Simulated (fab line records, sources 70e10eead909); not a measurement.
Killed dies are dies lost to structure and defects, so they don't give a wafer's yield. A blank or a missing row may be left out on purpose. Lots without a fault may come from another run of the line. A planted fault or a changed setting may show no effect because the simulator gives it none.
fab line records | flow nand_harc
record lots=5 wafers=15 last_day=22
route steps=1159 shown A_CONTACT@902 END@1159
lots that met no fault: from a run of the same line without faults
start_h: hours from the record's first day to the start of the lot's first wafer shown | wait_h: hours since the lot's step before | " the same as in the row above | L1.1+2: a row that stands for several wafers | - no value, or no start given | * or withheld: withheld | < > ~ a bound
route shown NAME@n: a module of which the file shows steps, and the number in the route of the first | usual: mean/standard deviation of fault-free wafers | same: alike in all rows | chamber/n: place in a boat | sites: the reading at each site | _std_site: their standard deviation | _edge_site: outer sites' mean less inner sites' | radius_mm: how far each site lies from the wafer's centre | mask NAME#n: copy n | behind: the tool/chamber that last shaped the wafer | hold: why the lot was held/for how many hours/how that ended | device: the transistor (n, p or np) that didn't switch | end of line: the same wafers' tests at the end of the route | a step without rows: its recipe alone | killed: dies lost to structure and defects at the first sort, not the wafer's yield | map: a wafer's dies, x killed, . not, _ none there
set.NAME: the setting as run; set.NAME@STEP: as run at that earlier step | model.NAME: the simulator's own value behind a step, which no gauge read
lots at some steps of the route; a table a step, a row a wafer
services: from which hour (start_h, from the record's first day; less than 0 if before it) a tool's chamber was out of use, for how many hours, and why
## steps
# step NHARC_A_CONTACT_ETCH_77
# recipe target_depth_a=726 time_s=36.3 cf4_flow_sccm=100 chf3_flow_sccm=30 ar_flow_sccm=0 rf_w=500 bias_w=200 chemistry=CF4/CHF3
# usual drypump_motor_current_A=5.8/0.48 oes_product_au=0.933/0.021 rf_vpp_V=368.9/2.1 run_length_s=57.3/0.56 showerhead_plenum_p_Torr=1.52/0.059 throttle_valve_pct=16.803/0.0099
# columns lot.wafer tool chamber start_h wait_h drypump_motor_current_A oes_product_au rf_hours_counter_h rf_vpp_V run_length_s showerhead_plenum_p_Torr throttle_valve_pct
L229.2 rie_diel-13 0 - - 5.1 0.922 39 367.1 57.6 1.50 16.801
L229.4 " 3 " " 5.7 0.912 37 370.9 57.1 1.59 16.803
L229.5 " 1 " " 5.6 0.925 - 370.8 56.8 1.57 16.795
L232.1 rie_diel-05 1 - - 5.2 0.915 14 366.8 57.1 1.48 16.801
L232.6 " 0 " " 5.9 0.915 - 367.3 57.4 1.47 16.804
L232.5 " 1 " " 5.2 0.920 - 369.8 57.0 1.48 16.807
L234.3 rie_diel-13 1 - - 5.6 0.943 51 369.4 57.2 1.57 16.806
L234.4 " 0 " " 5.1 0.948 51 369.3 57.7 1.49 16.785
L234.6 " 2 " " 5.6 0.942 - 369.7 57.2 1.50 16.810
L237.4 rie_diel-05 3 - - 5.7 0.940 24 372.9 57.0 1.63 16.788
L237.2 " 0 " " 5.9 0.936 24 367.1 57.6 1.47 16.808
L237.6 " 1 " " 5.2 0.958 - 368.0 56.6 1.48 16.813
L236.2 rie_diel-05 3 - - 5.7 0.906 26 372.9 56.7 1.63 16.786
L236.1 " 0 " " 5.9 0.919 26 367.3 57.7 1.47 16.815
L236.6 " 2 " " 6.6 0.931 - 367.3 57.8 1.49 16.797
# step NHARC_A_CONTACT_ETCH_78
# recipe target_depth_a=28000 over_etch_frac=0.3 time_s=728 ion_energy_ev=150 o2_flow_sccm=400 cos_flow_sccm=20 ar_flow_sccm=0 rf_w=500 bias_w=300 chemistry=O2/COS
# step NHARC_A_CONTACT_ETCH_124
# recipe source_w=withheld pressure_mtorr=20 bias_v=withheld time_s=140 target_depth_a=7000 ar_flow_sccm=withheld c4f8_flow_sccm=withheld o2_flow_sccm=withheld chemistry=C4F8/O2/Ar
# step NHARC_A_CONTACT_ETCH_125
# recipe source_w=withheld pressure_mtorr=20 bias_v=1200 time_s=155 target_depth_a=9560 ar_flow_sccm=withheld c4f8_flow_sccm=withheld o2_flow_sccm=withheld chemistry=C4F8/O2/Ar
# usual run_length_s=155/0
# columns lot.wafer tool chamber start_h wait_h rf_hours_counter_h run_length_s
L229.2 har_cap_etch-03 0 388.53 0.2 82 155
L229.4 " 1 " " - 155
L229.5 " 0 " " - 155
L232.1 har_cap_etch-01 1 414.03 0.2 67 155
L232.6 " 1 " " - 155
L232.5 " 0 " " - 155
L234.3 har_cap_etch-03 0 427.28 0.1 - 155
L234.4 " 1 " " - 155
L234.6 " 0 " " - 155
L237.2 har_cap_etch-03 0 455.96 0.2 93 155
L237.4 " 0 " " - 155
L237.6 " 1 " " - 155
L236.2 har_cap_etch-02 0 459.14 0.2 23 155
L236.1 " 1 " " 23 155
L236.6 " 1 " " - 155
# step NHARC_A_CONTACT_ETCH_126
# recipe source_w=withheld pressure_mtorr=20 bias_v=1200 time_s=155 target_depth_a=9560 ar_flow_sccm=withheld c4f8_flow_sccm=withheld o2_flow_sccm=withheld chemistry=C4F8/O2/Ar
# step NHARC_A_CONTACT_ETCH_127
# recipe source_w=withheld pressure_mtorr=20 bias_v=1200 time_s=155 target_depth_a=9560 ar_flow_sccm=withheld c4f8_flow_sccm=withheld o2_flow_sccm=withheld chemistry=C4F8/O2/Ar
# usual run_length_s=155/0
# columns lot.wafer tool chamber start_h wait_h rf_hours_counter_h run_length_s
L229.2 har_cap_etch-03 0 388.81 0.1 82 155
L229.4 " 1 " " - 155
L229.5 " 0 " " - 155
L232.1 har_cap_etch-01 1 414.31 0.1 67 155
L232.6 " 1 " " - 155
L232.5 " 0 " " - 155
L234.3 har_cap_etch-03 0 427.57 0.1 - 155
L234.4 " 1 " " - 155
L234.6 " 0 " " - 155
L237.2 har_cap_etch-03 0 456.34 0.2 94 155
L237.4 " 0 " " - 155
L237.6 " 1 " " - 155
L236.2 har_cap_etch-02 0 459.43 0.1 23 155
L236.1 " 1 " " 23 155
L236.6 " 1 " " - 155
# step NHARC_A_CONTACT_ETCH_128
# recipe source_w=withheld pressure_mtorr=20 bias_v=1200 time_s=155 target_depth_a=9560 ar_flow_sccm=withheld c4f8_flow_sccm=withheld o2_flow_sccm=withheld chemistry=C4F8/O2/Ar
# step NHARC_A_CONTACT_ETCH_129
# recipe source_w=withheld pressure_mtorr=20 bias_v=1200 time_s=155 target_depth_a=9560 ar_flow_sccm=withheld c4f8_flow_sccm=withheld o2_flow_sccm=withheld chemistry=C4F8/O2/Ar
# step NHARC_A_CONTACT_ETCH_130
# recipe source_w=withheld pressure_mtorr=20 bias_v=1200 time_s=155 target_depth_a=9560 ar_flow_sccm=withheld c4f8_flow_sccm=withheld o2_flow_sccm=withheld chemistry=C4F8/O2/Ar
# step NHARC_A_CONTACT_ETCH_131
# recipe source_w=withheld pressure_mtorr=20 bias_v=1200 time_s=155 target_depth_a=9560 ar_flow_sccm=withheld c4f8_flow_sccm=withheld o2_flow_sccm=withheld chemistry=C4F8/O2/Ar
# step NHARC_A_CONTACT_ETCH_132
# recipe source_w=withheld pressure_mtorr=20 bias_v=1200 time_s=156 target_depth_a=9580 ar_flow_sccm=withheld c4f8_flow_sccm=withheld o2_flow_sccm=withheld chemistry=C4F8/O2/Ar
# usual run_length_s=156/0
# columns lot.wafer tool chamber start_h wait_h rf_hours_counter_h run_length_s
L229.2 har_cap_etch-03 0 389.52 0.1 83 156
L229.4 " 1 " " - 156
L229.5 " 0 " " - 156
L232.1 har_cap_etch-01 1 415.02 0.1 68 156
L232.6 " 1 " " - 156
L232.5 " 0 " " - 156
L234.3 har_cap_etch-03 0 428.27 0.1 - 156
L234.4 " 1 " " - 156
L234.6 " 0 " " - 156
L237.2 har_cap_etch-03 0 457.28 0.2 94 156
L237.4 " 0 " " - 156
L237.6 " 1 " " - 156
L236.2 har_cap_etch-02 0 460.13 0.1 24 156
L236.1 " 1 " " 24 156
L236.6 " 1 " " - 156
# step NHARC_A_CONTACT_ETCH_133
# recipe source_w=withheld pressure_mtorr=20 bias_v=400 time_s=195 target_depth_a=8400 ar_flow_sccm=withheld c4f8_flow_sccm=11.5 o2_flow_sccm=7.2 chemistry=C4F8/O2/Ar
# step NHARC_A_CONTACT_ETCH_91
# recipe target_depth_a=400 over_etch_frac=0.5 time_s=85.7 ion_energy_ev=120 ch3f_flow_sccm=50 o2_flow_sccm=30 ar_flow_sccm=200 rf_w=500 bias_w=100 chemistry=CH3F/O2
# usual drypump_motor_current_A=5.8/0.47 oes_product_au=0.93/0.03 rf_vpp_V=243.4/1.8 run_length_s=106.8/0.61 showerhead_plenum_p_Torr=2.39/0.11 throttle_valve_pct=20.663/0.0087
# columns lot.wafer tool chamber start_h wait_h drypump_motor_current_A oes_product_au rf_hours_counter_h rf_vpp_V run_length_s showerhead_plenum_p_Torr throttle_valve_pct
L229.4 rie_diel-05 0 390.21 0.4 5.9 1.00 11 240.7 106.7 2.30 20.661
L229.2 " 1 " " 5.2 0.99 10 241.9 105.9 2.31 20.666
L229.5 " 1 " " 5.2 0.99 - 241.7 105.9 2.31 20.664
L232.1 rie_diel-05 1 415.73 0.5 5.2 0.93 15 242.2 105.9 2.31 20.662
L232.6 " 1 " " 5.2 0.93 - 243.5 106.2 2.31 20.670
L232.5 " 2 " " 6.7 0.93 - 242.8 107.4 2.33 20.659
L234.4 rie_diel-13 1 428.93 0.4 5.6 0.94 53 245.3 106.8 2.45 20.676
L234.3 " 3 " " 5.8 0.94 54 245.2 106.4 2.47 20.654
L234.6 " 1 " " 5.6 0.93 - 243.2 106.3 2.45 20.650
L237.4 rie_diel-05 1 458.24 0.6 5.2 0.92 23 242.3 106.7 2.31 20.671
L237.2 " 0 " " 5.8 0.92 26 242.1 106.6 2.29 20.665
L237.6 " 2 " " 6.6 0.91 - 241.6 107.6 2.33 20.666
L236.2 rie_diel-05 1 460.83 0.5 5.2 0.91 24 242.2 106.3 2.31 20.660
L236.1 " 3 " " 5.7 0.91 26 246.6 106.3 2.55 20.645
L236.6 " 1 " " 5.2 0.92 - 241.2 73.3 2.31 20.668
# step NHARC_A_CONTACT_ETCH_97
# recipe target_depth_a=200 over_etch_frac=0.5 time_s=10 ion_energy_ev=250 c4f6_flow_sccm=25 o2_flow_sccm=20 ar_flow_sccm=500 rf_w=600 bias_w=500 chemistry=C4F6/O2
# usual drypump_motor_current_A=5.8/0.48 oes_product_au=0.956/0.024 rf_vpp_V=545/3.4 run_length_s=30.9/0.46 showerhead_plenum_p_Torr=3.83/0.16 throttle_valve_pct=26.903/0.0088
# columns lot.wafer tool chamber start_h wait_h drypump_motor_current_A oes_product_au rf_hours_counter_h rf_vpp_V run_length_s showerhead_plenum_p_Torr throttle_valve_pct
L229.4 rie_diel-05 0 - - 5.9 1.011 11 541 30.7 3.68 26.906
L229.2 " 2 " " 6.7 0.998 10 543 31.2 3.74 26.894
L229.5 " 0 " " 5.9 1.008 - 543 31.0 3.68 26.904
L232.1 rie_diel-05 1 - - 5.2 0.944 15 541 30.3 3.70 26.902
L232.6 " 2 " " 6.7 0.939 - 544 31.3 3.74 26.907
L232.5 " 3 " " 5.7 0.934 - 551 30.7 4.06 26.889
L234.4 rie_diel-13 1 - - 5.6 0.970 53 547 30.4 3.91 26.902
L234.3 " 3 " " 5.8 0.960 54 548 30.6 3.95 26.909
L234.6 " 2 " " 5.7 0.953 - 542 30.6 3.75 26.900
L237.4 rie_diel-05 1 - - 5.2 0.974 24 542 30.3 3.69 26.910
L237.2 " 2 " " 6.6 0.962 23 543 31.3 3.73 26.899
L237.6 " 0 " " 5.9 0.960 - 541 30.8 3.68 26.892
L236.2 rie_diel-05 0 - - 5.8 0.943 26 543 30.7 3.68 26.909
L236.1 " 1 " " 5.2 0.942 24 541 30.2 3.69 26.906
L236.6 " 2 " " 6.7 0.950 - 543 31.4 3.73 26.910
# step NHARC_END_SORT_01
# recipe temp_c=25
# usual killed_at_array=27/11 killed_at_other=0.6/0.89 killed_at_periphery=3.0/2.4 killed_dies=31/12 killed_open=3.2/1.6 killed_short=2.0/1.5
# same gross_dies=677
# columns lot.wafer tool chamber start_h wait_h killed_at_array killed_at_other killed_at_periphery killed_dies killed_open killed_short
L229.2 prober-01 0 473.00 2.8 35 0 12 47 5 1
L229.4 prober-01 0 474.60 3.4 33 0 6 39 4 0
L229.5 prober-01 0 475.40 3.7 31 0 3 34 3 0
L236.1 prober-02 0 524.76 2.5 15 0 2 17 8 1
L236.2 prober-02 0 525.56 2.8 9 2 2 13 3 3
L236.6 prober-02 0 528.73 4.0 14 0 4 18 3 0
L237.2 prober-01 0 525.41 2.8 22 0 4 26 2 1
L237.4 prober-01 0 527.03 3.4 35 0 0 35 4 4
L237.6 prober-01 0 528.64 4.0 23 1 0 24 2 1
# killed by level:class
L229.2 A_CHANNEL_HOLE_D1:chamber_film_flake=16 A_STAIRCASE:chamber_film_flake=7 A_SLIT:chamber_film_flake=6 P_M1:chamber_film_flake=3 A_WL_FILL:chamber_film_flake=3 P_CONTACT:geometric_particle:open=2 P_STI:chamber_film_flake=2 P_M0:geometric_particle:short=1
L229.4 A_CHANNEL_HOLE_D1:chamber_film_flake=15 A_STAIRCASE:chamber_film_flake=9 A_SLIT:chamber_film_flake=7 P_M0:geometric_particle:open=3 P_M1:chamber_film_flake=2 P_CONTACT:geometric_particle:open=1 A_ZERO_WELL:chamber_film_flake=1 A_WL_FILL:chamber_film_flake=1
L229.5 A_CHANNEL_HOLE_D1:chamber_film_flake=12 A_STAIRCASE:chamber_film_flake=11 A_SLIT:chamber_film_flake=6 P_ZERO_WELL:geometric_particle:open=1 A_ONON_D1:geometric_particle:open=1 A_CONTACT:geometric_particle:open=1 P_M1:chamber_film_flake=1 P_M2:chamber_film_flake=1
L236.1 A_CHANNEL_HOLE_D1:chamber_film_flake=4 A_CHANNEL_FILL_D1:geometric_particle:open=2 A_CONTACT:geometric_particle:open=2 A_CONTACT:chamber_film_flake=2 P_M0:geometric_particle:short=1 A_CHANNEL_HOLE_D1:geometric_particle:open=1 A_WL_FILL:geometric_particle:open=1 A_M0:geometric_particle:open=1
L237.2 A_CHANNEL_HOLE_D1:chamber_film_flake=12 A_CONTACT:chamber_film_flake=7 P_ZERO_WELL:chamber_film_flake=2 A_SOURCE_PLATE:geometric_particle:open=1 A_ONON_D1:geometric_particle:short=1 A_CONTACT:geometric_particle:open=1 P_GATE:chamber_film_flake=1 P_M0:chamber_film_flake=1
L236.2 A_CHANNEL_HOLE_D1:chamber_film_flake=3 P_STI:chamber_film_flake=2 STARTING-WAFER:geometric_particle:short=2 A_CHANNEL_HOLE_D1:geometric_particle:open=1 A_CHANNEL_FILL_D1:geometric_particle:open=1 A_CHANNEL_FILL_D1:geometric_particle:short=1 A_M1:geometric_particle:open=1 A_ZERO_WELL:chamber_film_flake=1
L237.4 A_CHANNEL_HOLE_D1:chamber_film_flake=12 A_CONTACT:chamber_film_flake=11 A_SOURCE_PLATE:geometric_particle:open=2 A_CHANNEL_FILL_D1:geometric_particle:short=2 A_WL_FILL:chamber_film_flake=2 A_SGD_CUT:geometric_particle:short=1 A_SLIT:geometric_particle:open=1 A_WL_FILL:geometric_particle:short=1
L237.6 A_CHANNEL_HOLE_D1:chamber_film_flake=14 A_CONTACT:chamber_film_flake=6 A_CONTACT:geometric_particle:open=1 A_M1:geometric_particle:open=1 STARTING-WAFER:geometric_particle:short=1 A_STAIRCASE:chamber_film_flake=1
L236.6 A_CHANNEL_HOLE_D1:chamber_film_flake=6 A_STAIRCASE:chamber_film_flake=3 P_M0:geometric_particle:open=2 P_STI:chamber_film_flake=2 A_CONTACT:chamber_film_flake=2 A_M0:geometric_particle:open=1 A_SLIT:chamber_film_flake=1 A_WL_FILL:chamber_film_flake=1
## services
# columns tool chamber start_h hours kind
rie_diel-05 0 374.22 - clean
rie_diel-05 1 374.22 - clean
rie_diel-05 2 374.22 - clean
rie_diel-05 3 374.22 - clean
rie_diel-13 0 383.43 - clean
rie_diel-13 1 383.43 - clean
rie_diel-13 2 383.43 - clean
har_cap_etch-03 - 394.48 0.3 repair
har_cap_etch-01 - 396.31 0.3 repair
rie_diel-05 0 398.72 - clean
rie_diel-05 1 398.72 - clean
rie_diel-05 2 398.72 - clean
rie_diel-05 3 398.72 - clean
har_cap_etch-02 - 401.84 1.0 repair
rie_diel-13 1 404.80 1.4 repair
rie_diel-05 0 423.22 - clean
rie_diel-05 1 423.22 - clean
rie_diel-05 2 423.22 - clean
rie_diel-05 3 423.22 - clean
rie_diel-05 0 447.72 - clean
rie_diel-05 1 447.72 - clean
rie_diel-05 2 447.72 - clean
rie_diel-05 3 447.72 - clean
rie_diel-13 - 453.05 9.0 pm
## key
first_sign step=NHARC_A_CONTACT_ETCH_91 reading=run_length_s direction=down sigmas=55 usual=* struck=*
effect none on later readings
met_at NHARC_A_CONTACT_ETCH_91
struck_wafers L236.6
tester_left_out L236
onset_between 458.24 460.83
fault kind=process_parameter_drift tool=rie_diel-05 chamber=- onset_h=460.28 steps=NHARC_A_CONTACT_ETCH_91 channel=time_s offset=* shape=step end_h=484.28 scope=struck_wafers_only acts_in=* stated=*
# tester_left_out: of these lots the tester's yield and bins aren't shown, on N5 and GAA mostly nor the transistor test; their killed dies are dies lost to structure and defects alone, not to doping, threshold or leakage, so they don't give the yield
